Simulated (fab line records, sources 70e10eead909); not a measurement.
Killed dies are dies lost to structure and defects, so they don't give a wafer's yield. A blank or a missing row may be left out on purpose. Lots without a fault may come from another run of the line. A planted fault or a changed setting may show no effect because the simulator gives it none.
Chamber matching | flow nand_harc | NHARC_P_STI_DESCUM_14 on rie_diel-05: 4 sister chambers
The step chemistry O2, time 3 s. 30 wafers are shown with their chamber, then 12 later ones without.

WAFERS WITH THEIR CHAMBER
wafer  | chamber | drypump_motor_current_A (A) | showerhead_plenum_p_Torr (Torr) | throttle_valve_pct (%)
L074.1 | 3       | 5.7                         | 1.92                            | 11.312
L074.3 | 0       | 5.0                         | 1.94                            | 11.295
L074.5 | 2       | 5.2                         | 1.86                            | 11.332
L076.4 | 2       | 5.3                         | 1.86                            | 11.317
L076.5 | 3       | 5.7                         | 1.92                            | 11.324
L076.6 | 2       | 5.2                         | 1.86                            | 11.317
L077.1 | 2       | 5.2                         | 1.86                            | 11.312
L077.2 | 0       | 5.0                         | 1.94                            | 11.305
L077.3 | 3       | 5.7                         | 1.92                            | 11.316
L077.4 | 1       | 6.5                         | 1.80                            | 11.311
L077.5 | 3       | 5.7                         | 1.92                            | 11.309
L077.6 | 2       | 5.2                         | 1.86                            | 11.302
L080.3 | 0       | 5.0                         | 1.94                            | 11.320
L080.5 | 2       | 5.2                         | 1.86                            | 11.332
L080.6 | 1       | 6.5                         | 1.80                            | 11.310
L081.2 | 0       | 5.0                         | 1.94                            | 11.302
L081.3 | 3       | 5.7                         | 1.92                            | 11.322
L081.5 | 0       | 5.0                         | 1.94                            | 11.311
L081.1 | 1       | 6.5                         | 1.80                            | 11.313
L081.4 | 3       | 5.7                         | 1.92                            | 11.318
L081.6 | 1       | 6.5                         | 1.80                            | 11.318
L084.1 | 0       | 5.0                         | 1.93                            | 11.304
L084.3 | 3       | 5.7                         | 1.91                            | 11.309
L084.6 | 0       | 5.0                         | 1.93                            | 11.325
L085.1 | 2       | 5.3                         | 1.86                            | 11.296
L085.4 | 1       | 6.5                         | 1.80                            | 11.304
L085.6 | 3       | 5.7                         | 1.91                            | 11.308
L087.1 | 3       | 5.7                         | 1.91                            | 11.297
L087.4 | 1       | 6.5                         | 1.80                            | 11.310
L087.5 | 3       | 5.7                         | 1.91                            | 11.307

SIGNATURES (means of the wafers above)
reading                  | chamber 0 | chamber 1 | chamber 2 | chamber 3 | scatter within a chamber
drypump_motor_current_A  | 5.000     | 6.500     | 5.229     | 5.700     | 0.0234
showerhead_plenum_p_Torr | 1.9371    | 1.8000    | 1.8600    | 1.9160    | 0.00384
throttle_valve_pct       | 11.30886  | 11.31100  | 11.31543  | 11.31220  | 0.00976
Rule: a wafer's distance from a chamber is the root of the sum, over the readings, of the square of ((its reading less the chamber's mean) divided by the reading's scatter). The wafer belongs to the nearest chamber; if the next one is less than 2 further off, it can't be placed. The scatter: the root of (the sum of the squares of (reading less its chamber's mean) over the shown wafers, divided by (wafers less chambers)).

WAFERS WITHOUT THEIR CHAMBER
wafer  | drypump_motor_current_A (A) | showerhead_plenum_p_Torr (Torr) | throttle_valve_pct (%)
L089.1 | 5.0                         | 1.93                            | 11.307
L089.2 | 5.3                         | 1.86                            | 11.314
L089.4 | 5.7                         | 1.91                            | 11.324
L090.2 | 5.0                         | 1.93                            | 11.315
L090.3 | 5.7                         | 1.91                            | 11.308
L090.5 | 6.5                         | 1.80                            | 11.299
L095.1 | 5.7                         | 1.91                            | 11.318
L095.3 | 5.0                         | 1.93                            | 11.306
L095.6 | 5.7                         | 1.91                            | 11.304
L097.1 | 5.2                         | 1.85                            | 11.314
L097.2 | 5.0                         | 1.93                            | 11.315
L097.4 | 5.0                         | 1.93                            | 11.328

WHICH CHAMBER EACH WENT THROUGH
wafer  | from the rows above | in truth
L089.1 | 0                   | 0
L089.2 | 2                   | 2
L089.4 | 3                   | 3
L090.2 | 0                   | 0
L090.3 | 3                   | 3
L090.5 | 1                   | 1
L095.1 | 3                   | 3
L095.3 | 0                   | 0
L095.6 | 3                   | 3
L097.1 | 2                   | 2
L097.2 | 0                   | 0
L097.4 | 0                   | 0
Placed correctly: 12 of 12. Can't be placed from these rows: 0. Placed wrongly: 0.
